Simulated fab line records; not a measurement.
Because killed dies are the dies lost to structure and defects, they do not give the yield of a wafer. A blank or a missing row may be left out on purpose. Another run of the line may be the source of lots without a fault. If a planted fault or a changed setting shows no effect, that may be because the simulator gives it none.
fab line records | flow n5Finfet
record lots=10 wafers=25 lastDay=21
route steps=1938 shown BEOL_M4@1111 BEOL_M14@1770 BEOL_M15@1790 PASSIVATION@1936
lots that met no fault: from a run of the same line without faults
startH: hours from the record's first day to the start of the lot's first wafer shown | waitH: how many hours have passed since the lot's step before this one | " same as the row above | L1.1+2: a row that stands for several wafers | - either no value or no given start | * or withheld: withheld | < > ~ a bound
route shown NAME@n: a module of which the file shows steps, and the number in the route of the first | usual: average and standard deviation across the fault-free wafers | same: alike in all rows | chamber/n: place in a boat | sites: each site's reading | _std_site: how widely they spread, as a standard deviation | _edge_site: inner sites' mean taken away from outer sites' mean | radiusMm: how far each site lies from the wafer's centre | mask NAME#n: copy n | behind: the last tool/chamber to shape the wafer | hold: what put the lot on hold/how long, in hours/how the hold closed | device: which transistor (n, p or np) failed to switch | end of line: tests run on the same wafers once the route is complete | where a step has no rows: the recipe by itself | killed: not the wafer's yield, but the dies lost to structure and defects at the first sort | map: the dies of a wafer, with x for killed, . for not killed, _ for no die there
set.NAME: the setting the step ran with; set.NAME@STEP: the setting that earlier step ran with | model.NAME: the simulator's own value behind a step, which no gauge read
the route's steps for a sample of lots (tables are steps, rows are wafers)
services: the hour from which a tool's chamber was out of use, counted from the record's first day as startH (under 0 if before that day), plus the number of hours and why
## steps
# step N5_BEOL_M4_RC_MEAS_101
# usual DIBL_N=37.7/2 DIBL_P=37.7/2.3 IOFF_N=0.18/0.039 IOFF_P=0.23/0.042 ION_N=681/12 ION_P=463/8 SS_N=71.9/0.68 SS_P=73.6/0.71 VT_N=248/3.2 VT_P=-249/3.1
# columns lot.wafer tool chamber startH waitH DIBL_N[mV/V] DIBL_P[mV/V] IOFF_N[nA/um] IOFF_P[nA/um] ION_N[uA/um] ION_P[uA/um] SS_N[mV/dec] SS_P[mV/dec] VT_N[mV] VT_P[mV]
L439.2 prober-02 0 265.07 0.2 42.7 41.4 0.26 0.31 704 480 73.3 74.6 244 -245
L439.5 " 0 " " 36.7 34.8 0.13 0.18 672 465 71.3 72.9 254 -254
L439.6 " 0 " " 42.0 40.6 0.25 0.30 707 482 72.9 74.4 245 -247
L437.3 prober-01 0 271.29 0.3 36.6 36.6 0.17 0.24 669 464 72.1 72.7 249 -245
L437.4 " 0 " " 38.5 38.0 0.20 0.25 675 460 72.3 73.1 248 -243
L437.5 " 0 " " 40.1 42.1 0.26 0.36 688 471 72.8 73.9 243 -241
L440.2 prober-02 0 276.70 0.2 38.0 37.0 0.19 0.20 692 462 71.4 73.3 247 -252
L440.6 " 0 " " 37.4 37.3 0.16 0.21 681 459 71.2 73.3 249 -252
L441.1 prober-01 0 278.27 0.0 36.2 35.5 0.13 0.16 658 441 72.6 73.6 254 -256
L441.4 " 0 " " 37.5 38.0 0.16 0.20 679 457 72.2 72.6 251 -254
L441.6 " 0 " " 41.2 40.8 0.24 0.24 677 452 72.4 74.0 245 -250
L444.1 prober-01 0 298.57 0.0 40.2 40.8 0.22 0.27 673 456 72.8 74.5 246 -248
L444.2 " 0 " " 39.1 39.3 0.21 0.24 687 465 72.5 73.8 247 -248
L444.6 " 0 " " 38.9 38.2 0.19 0.22 662 449 71.9 73.5 251 -251
L448.3 prober-01 0 317.48 0.3 39.9 40.9 0.22 0.27 709 470 72.0 74.2 244 -249
L448.6 " 0 " " 41.5 41.8 0.27 0.30 715 484 72.1 74.2 242 -245
L452.3 prober-01 0 345.19 0.3 37.6 36.5 0.16 0.22 693 475 71.9 73.1 250 -250
L452.5 " 0 " " 37.9 36.6 0.16 0.22 679 471 71.7 73.2 250 -249
L454.4 prober-02 0 348.91 0.5 37.3 36.6 0.16 0.23 680 463 72.0 74.3 252 -250
L454.6 " 0 " " 38.1 37.9 0.19 0.25 676 459 72.4 73.7 249 -246
L455.3 prober-01 0 360.36 0.3 38.0 36.7 0.18 0.22 665 457 71.2 73.7 248 -250
L455.5 " 0 " " 37.0 35.4 0.16 0.20 677 462 71.2 73.1 248 -249
L460.2 prober-02 0 402.43 0.2 36.5 36.5 0.16 0.26 662 460 71.5 73.6 250 -245
L460.3 " 0 " " 33.3 31.9 0.12 0.17 680 463 70.8 73.0 248 -251
L460.6 " 0 " " 36.9 37.3 0.19 0.26 686 475 72.2 74.0 248 -246
# step N5_BEOL_M14_DEP_53
# recipe material=SiCN targetThkA=500 tempC=withheld precursor=3MS/NH3 pressureTorr=3 rfW=675 timeS=17.8
# usual showerheadPlenumPTorr=4.160/0.02 throttleValvePct=18.2/0.71
# columns lot.wafer tool chamber startH waitH showerheadPlenumPTorr throttleValvePct
L439.2 pecvd-02 0 351.51 0.0 4.155 18.4
L439.5 " 0 " " 4.164 18.3
L439.6 " 2 " " 4.167 17.9
L437.3 pecvd-02 0 360.38 0.0 4.159 18.4
L437.4 " 1 " " 4.137 18.6
L437.5 " 1 " " 4.143 18.7
L440.2 pecvd-02 2 368.69 0.0 4.177 18.2
L440.6 " 2 " " 4.163 18.2
L441.1 pecvd-02 0 369.23 0.0 4.156 18.4
L441.4 " 0 " " 4.170 18.4
L441.6 " 2 " " 4.160 18.3
L444.1 pecvd-04 0 384.15 0.0 4.139 18.4
L444.2 " 2 " " 4.155 17.1
L444.6 " 2 " " 4.172 17.2
L448.3 pecvd-01 2 397.38 0.0 4.181 16.8
L448.6 " 1 " " 4.188 17.4
L452.3 pecvd-04 2 426.66 0.0 4.165 17.5
L452.5 " 2 " " 4.166 17.2
L454.4 pecvd-02 2 426.77 0.0 4.169 18.0
L454.6 " 0 " " 4.162 18.4
L455.3 pecvd-04 1 436.94 0.0 4.125 18.9
L455.5 " 2 " " 4.155 17.4
L460.2 pecvd-02 2 489.40 0.0 4.175 18.5
L460.3 " 2 " " 4.175 18.3
L460.6 " 0 " " 4.159 18.3
# step N5_BEOL_M15_STRIP_64
# recipe chemistry=O2 powerW=600 tempC=60 pressureMtorr=30 rfFrequencyHz=6e+07 biasPowerW=0 overashFraction=0.3 o2FlowSccm=225
# usual drypumpMotorCurrentA=5.7/0.41 oesProductAu=0.78/0.086 rfVppV=3.7/0.51 showerheadPlenumPTorr=2.10/0.083 tempC=60.01/0.11 throttleValvePct=16.6/0.32
# columns lot.wafer tool chamber startH waitH drypumpMotorCurrentA oesProductAu rfHoursCounterH rfVppV showerheadPlenumPTorr tempC throttleValvePct
L439.2 rieDiel-03 3 - - 6.5 0.70 183 3.3 2.10 60.04 16.8
L439.5 " 0 " " 5.2 0.86 - 3.6 2.03 59.93 16.6
L439.6 " 3 " " 6.5 0.70 - 3.7 2.10 60.08 16.8
L437.3 rieDiel-03 1 - - 5.9 0.92 20 3.9 2.13 59.92 16.3
L437.4 " 0 " " 5.2 0.86 44 3.3 2.03 59.99 16.6
L437.5 " 3 " " 6.5 0.70 - 3.2 2.09 59.91 16.7
L440.2 rieDiel-02 2 - - 5.8 0.66 245 3.6 1.98 59.92 17.1
L440.6 " 2 " " 5.8 0.66 - 3.4 1.98 60.07 17.1
L441.1 rieDiel-06 3 - - 5.4 0.86 51 4.3 2.19 60.05 16.7
L441.4 " 0 " " 5.7 0.87 65 2.5 2.06 60.04 16.4
L441.6 " 0 " " 5.7 0.86 - 3.7 2.06 60.16 16.4
L444.1 rieDiel-02 1 - - 4.9 0.74 204 4.4 2.11 60.21 17.1
L444.2 " 0 " " 5.7 0.77 138 4.8 2.00 59.95 16.7
L444.6 " 0 " " 5.8 0.77 - 2.7 2.00 59.98 16.7
L448.3 rieDiel-03 3 - - 6.5 0.69 199 4.2 2.09 60.18 16.8
L448.6 " 1 " " 5.9 0.89 - 3.9 2.13 59.91 16.3
L452.3 rieDiel-02 1 - - 4.8 0.71 220 4.1 2.10 60.08 17.2
L452.5 " 0 " " 5.8 0.75 - 3.5 2.00 60.10 16.7
L454.4 rieDiel-06 0 - - 5.7 0.85 81 3.6 2.05 60.11 16.4
L454.6 " 1 " " 5.6 0.71 - 4.0 2.00 59.89 17.3
L455.3 rieDiel-03 1 - - 5.9 0.88 45 3.9 2.13 60.21 16.3
L455.5 " 3 " " 6.4 0.69 - 2.7 2.09 59.95 16.8
L460.2 rieDiel-03 1 - - 5.9 0.85 60 3.0 2.12 59.99 16.3
L460.3 " 3 " " 6.5 0.67 228 4.1 2.08 60.06 16.8
L460.6 " 3 " " 6.5 0.67 - 4.1 2.08 60.00 16.8
# step N5_BEOL_M15_EXPOSE_25
# recipe maskId=M15 na=0.8 sourceShape=annular sigmaInner=0.5 sigmaOuter=0.8 polarization=unpolarized targetCdNm=400 doseMj=35.5
# usual stageVelMmS=499.99/0.24
# columns lot.wafer tool chamber startH waitH mask stageVelMmS
L439.2 krfScanner-02 0 353.87 - M15#0 500.06
L439.5 " 0 " " M15#0 500.25
L439.6 " 0 " " M15#0 500.16
L437.3 krfScanner-02 0 362.49 - M15#0 500.17
L437.4 " 0 " " M15#0 499.95
L437.5 " 0 " " M15#0 499.93
L440.2 krfScanner-02 0 370.90 - M15#0 500.07
L440.6 " 0 " " M15#0 500.13
L441.1 krfScanner-02 0 372.02 - M15#0 499.95
L441.4 " 0 " " M15#0 500.16
L441.6 " 0 " " M15#0 499.51
L444.1 krfScanner-02 0 387.28 - M15#0 499.71
L444.2 " 0 " " M15#0 500.13
L444.6 " 0 " " M15#0 499.62
L448.3 krfScanner-02 0 399.64 - M15#0 499.90
L448.6 " 0 " " M15#0 499.99
L452.3 krfScanner-02 0 428.84 - M15#0 499.89
L452.5 " 0 " " M15#0 499.85
L454.4 krfScanner-02 0 428.97 - M15#0 500.10
L454.6 " 0 " " M15#0 500.08
L455.3 krfScanner-02 0 439.37 - M15#0 500.08
L455.5 " 0 " " M15#0 500.31
L460.2 krfScanner-02 0 491.50 - M15#0 499.93
L460.3 " 0 " " M15#0 500.25
L460.6 " 0 " " M15#0 499.87
# step N5_BEOL_M15_CD_MEAS_28
# recipe targetCdNm=407.6 landingEnergyEv=500 detector=seInlens
# usual cdNm=408.1/2.5
# columns lot.wafer tool chamber startH waitH cdNm
L439.2 cdSem-01 0 354.04 - 409.3
L439.5 " 0 " " 411.9
L439.6 " 0 " " 409.9
L437.3 cdSem-01 0 362.65 - 410.6
L437.4 " 0 " " 411.4
L437.5 " 0 " " 412.5
L440.2 cdSem-03 0 371.06 - 412.3
L440.6 " 0 " " 411.6
L441.1 cdSem-02 0 372.19 - 406.8
L441.4 " 0 " " 405.3
L441.6 " 0 " " 409.0
L444.1 cdSem-02 0 387.45 - 406.5
L444.2 " 0 " " 406.4
L444.6 " 0 " " 403.0
L448.3 cdSem-02 0 399.80 - 404.9
L448.6 " 0 " " 407.3
L452.3 cdSem-02 0 429.00 - 405.1
L452.5 " 0 " " 522.5
L454.4 cdSem-02 0 429.13 - 515.8
L454.6 " 0 " " 404.1
L455.3 cdSem-01 0 439.53 - 407.4
L455.5 " 0 " " 523.7
L460.2 cdSem-02 0 491.67 - 405.7
L460.3 " 0 " " 405.6
L460.6 " 0 " " 406.4
# step N5_BEOL_M15_STRIP_36
# recipe chemistry=O2 powerW=600 tempC=60 pressureMtorr=30 rfFrequencyHz=6e+07 biasPowerW=0 overashFraction=0.3 o2FlowSccm=225
# usual drypumpMotorCurrentA=5.6/0.41 oesProductAu=0.79/0.09 rfVppV=3.6/0.91 showerheadPlenumPTorr=2.11/0.08 tempC=60.00/0.13 throttleValvePct=16.6/0.31
# columns lot.wafer tool chamber startH waitH drypumpMotorCurrentA oesProductAu rfHoursCounterH rfVppV showerheadPlenumPTorr tempC throttleValvePct
L439.2 rieDiel-03 1 358.64 4.2 5.9 0.91 19 4.1 2.14 60.03 16.2
L439.5 " 3 " " 6.4 0.71 - 2.3 2.09 60.07 16.7
L439.6 " 0 " " 5.2 0.87 - 4.4 2.03 60.03 16.6
L437.3 rieDiel-03 1 366.92 3.9 5.9 0.92 21 4.3 2.13 59.93 16.3
L437.4 " 1 " " 5.9 0.92 - 3.2 2.13 59.85 16.3
L437.5 " 3 " " 6.4 0.69 - 5.2 2.09 59.95 16.7
L440.2 rieDiel-03 1 373.93 2.5 5.9 0.91 25 5.2 2.13 60.13 16.3
L440.6 " 1 " " 5.9 0.90 - 3.6 2.13 60.21 16.3
L441.1 rieDiel-02 0 374.65 2.0 5.8 0.78 133 3.9 2.00 59.90 16.7
L441.4 " 2 " " 5.8 0.67 - 4.0 1.98 60.19 17.1
L441.6 " 3 " " 5.4 0.76 - 3.5 2.21 60.19 16.5
L444.1 rieDiel-02 3 389.37 1.6 5.4 0.76 107 1.9 2.21 60.04 16.5
L444.2 " 1 " " 4.8 0.74 206 3.1 2.11 60.09 17.1
L444.6 " 3 " " 5.4 0.75 - 3.0 2.21 60.16 16.5
L448.3 rieDiel-03 2 402.00 1.8 6.0 0.93 5 2.9 2.24 60.13 16.0
L448.6 " 0 " " 5.2 0.82 - 3.1 2.03 59.89 16.6
L452.3 rieDiel-02 1 430.92 1.2 4.9 0.70 221 3.4 2.10 59.99 17.2
L452.5 " 1 " " 4.9 0.71 - 5.6 2.10 60.08 17.2
L454.4 rieDiel-06 0 431.85 2.0 5.7 0.85 83 3.1 2.05 60.06 16.4
L454.6 " 2 " " 5.8 0.66 - 2.8 2.13 60.14 16.3
L455.3 rieDiel-06 3 443.10 3.2 5.3 0.84 74 3.0 2.18 59.88 16.8
L455.5 " 3 " " 5.3 0.84 - 3.5 2.18 59.88 16.8
L460.2 rieDiel-03 2 495.10 3.1 6.0 0.90 28 2.9 2.23 60.00 16.1
L460.3 " 1 " " 5.9 0.84 62 3.6 2.12 59.96 16.4
L460.6 " 1 " " 5.9 0.85 - 2.6 2.12 59.79 16.3
# step N5_PASSIVATION_PROBE_49
# usual defectLimitedYield=91.1/1.4 killed_at_M0_to_M3=34/9.6 killed_at_M4_up=15/5.3 killedAtContacts=12/6.1 killedAtFrontEnd=40/11 killedAtOther=3.5/2.8 killedDies=105/17 killedOnRim=14/4.3 killedOpen=70/12 killedShort=34/7.7 sort_bin_4_leakage=0.01/0.07 sort_bin_5_function=5.2/0.97 sort_bin_6_memory=3.4/0.62 sort_bin_8_speed=0.00/0.023 sortNPass=1075/17 sortYieldPct=91.1/1.4
# same grossDies=1180 killedAtBackSide=0
# columns lot.wafer tool chamber startH waitH defectLimitedYield[%] killed_at_M0_to_M3 killed_at_M4_up killedAtContacts killedAtFrontEnd killedAtOther killedDies killedOnRim killedOpen killedShort sort_bin_4_leakage[%] sort_bin_5_function[%] sort_bin_6_memory[%] sort_bin_8_speed[%] sortNPass sortYieldPct[%]
L454.4 prober-02 - 450.00 0.2 0 39 1083 9 45 4 1180 152 75 37 0 5.0 3.9 0 0 0
L454.6 prober-02 - 450.10 0.3 91.2 34 7 19 41 3 104 12 68 36 0 5.7 3.0 0 1076 91.2
L452.3 prober-01 - 450.49 0.1 94.1 26 4 6 32 2 70 17 47 21 0 3.6 2.0 0 1110 94.1
L452.5 prober-01 - 450.59 0.2 0.1 33 1092 10 44 0 1179 152 73 33 0 5.4 3.4 0 1 0.1
L455.3 prober-01 - 460.34 0.1 89.2 56 28 9 32 3 128 15 86 42 0 6.2 4.6 0 1052 89.2
L455.5 prober-01 - 460.44 0.2 0 48 1056 22 48 6 1180 152 106 42 0 6.9 5.0 0 0 0
# killed by level:class
L454.4 BEOL_M15:areaExpose=1068 BEOL_M2:geometricParticle:open=15 FIN_SAQP:geometricParticle:short=11 FIN_SAQP:geometricParticle:open=10 STI_FIN_REVEAL:geometricParticle:open=9 BEOL_M0_SAQP:geometricParticle:short=6 MOL_CONTACT_COAG:geometricParticle:open=5 BEOL_M3:geometricParticle:open=5
L454.6 MOL_CONTACT_COAG:geometricParticle:open=17 BEOL_M2:geometricParticle:open=12 FIN_SAQP:geometricParticle:short=11 FIN_SAQP:geometricParticle:open=9 STI_FIN_REVEAL:geometricParticle:open=7 BEOL_M1:geometricParticle:open=5 BEOL_M2:geometricParticle:short=5 BEOL_M0_SAQP:geometricParticle:short=4
L452.3 BEOL_M2:geometricParticle:open=7 FIN_SAQP:geometricParticle:short=7 DUMMY_GATE:geometricParticle:open=5 MOL_CONTACT_COAG:geometricParticle:open=5 STARTING-WAFER:geometricParticle:open=5 FIN_SAQP:geometricParticle:open=4 STI_FIN_REVEAL:geometricParticle:open=4 BEOL_M1:geometricParticle:open=4
L452.5 BEOL_M15:areaExpose=1071 FIN_SAQP:geometricParticle:open=12 MOL_CONTACT_COAG:geometricParticle:open=9 BEOL_M2:geometricParticle:open=9 FIN_SAQP:geometricParticle:short=8 DUMMY_GATE:geometricParticle:open=7 BEOL_M0_SAQP:geometricParticle:open=7 GATE_CUT:geometricParticle:short=6
L455.3 STI_FIN_REVEAL:geometricParticle:open=13 BEOL_M0_SAQP:geometricParticle:short=13 BEOL_M4:geometricParticle:open=12 BEOL_M0_SAQP:geometricParticle:open=10 BEOL_M3:geometricParticle:open=10 BEOL_M1:geometricParticle:open=6 BEOL_M2:geometricParticle:open=6 BEOL_M4:geometricParticle:short=6
L455.5 BEOL_M15:areaExpose=1032 MOL_CONTACT_COAG:geometricParticle:open=18 BEOL_M4:geometricParticle:open=14 FIN_SAQP:geometricParticle:open=10 BEOL_M1:geometricParticle:open=10 STI_FIN_REVEAL:geometricParticle:open=9 BEOL_M0_SAQP:geometricParticle:open=9 BEOL_M0_SAQP:geometricParticle:short=6
## services
# columns tool chamber startH hours kind
pecvd-01 - 334.31 2.8 pm
rieDiel-06 2 340.34 7.7 repair
pecvd-02 2 355.98 11.3 repair
rieDiel-02 1 357.58 23.7 repair
rieDiel-02 - 358.10 0.8 repair
rieDiel-03 2 363.34 - clean
rieDiel-03 2 363.34 - consumableReplace:focusRing
rieDiel-03 2 363.34 - consumableReplace:showerhead
rieDiel-03 2 363.34 22.2 scheduledDown
rieDiel-03 2 363.34 22.2 ventCycle
pecvd-04 - 364.73 5.5 pm
pecvd-01 - 371.26 1.8 repair
krfScanner-02 0 371.54 - calibration
krfScanner-02 - 385.11 1.0 pm
krfScanner-02 - 405.08 0.3 repair
pecvd-04 0 414.13 6.0 repair
pecvd-01 - 415.89 5.5 pm
krfScanner-02 - 418.84 0.8 pm
krfScanner-02 - 431.92 1.3 pm
rieDiel-03 1 455.53 2.6 repair
pecvd-04 - 460.11 6.0 pm
rieDiel-03 2 474.60 14.4 repair
pecvd-02 1 486.81 7.4 repair
pecvd-01 2 487.48 6.7 repair
## key
firstSign step=N5_BEOL_M15_CD_MEAS_28 reading=cdNm direction=up sigmas=44 usual=408.1 struck=520.6
effect step=N5_PASSIVATION_PROBE_49 reading=killed_at_M4_up direction=up sigmas=99+ usual=15 struck=1077
moreKillsBornAt N5_BEOL_M15_EXPOSE_25@krfScanner-02=3171
metAt N5_BEOL_M15_EXPOSE_25
struckLots L452,L454,L455
struckWafers L452.5,L454.4,L455.5
laterRowsLeftOut L452.5,L454.4,L455.5
notActingAt N5_BEOL_M14_DEP_53,N5_BEOL_M15_STRIP_64,N5_BEOL_M15_STRIP_36
onsetBetween 399.64 428.84
fault kind=processParameterDrift tool=krfScanner-02 chamber=- onsetH=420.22 steps=N5_BEOL_M15_EXPOSE_25 channel=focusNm offset=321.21 shape=step endH=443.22 scope=struckWafersOnly
# laterRowsLeftOut: the simulator's readings of these wafers behind a module that went badly wrong aren't trusted and aren't shown, but for the sort
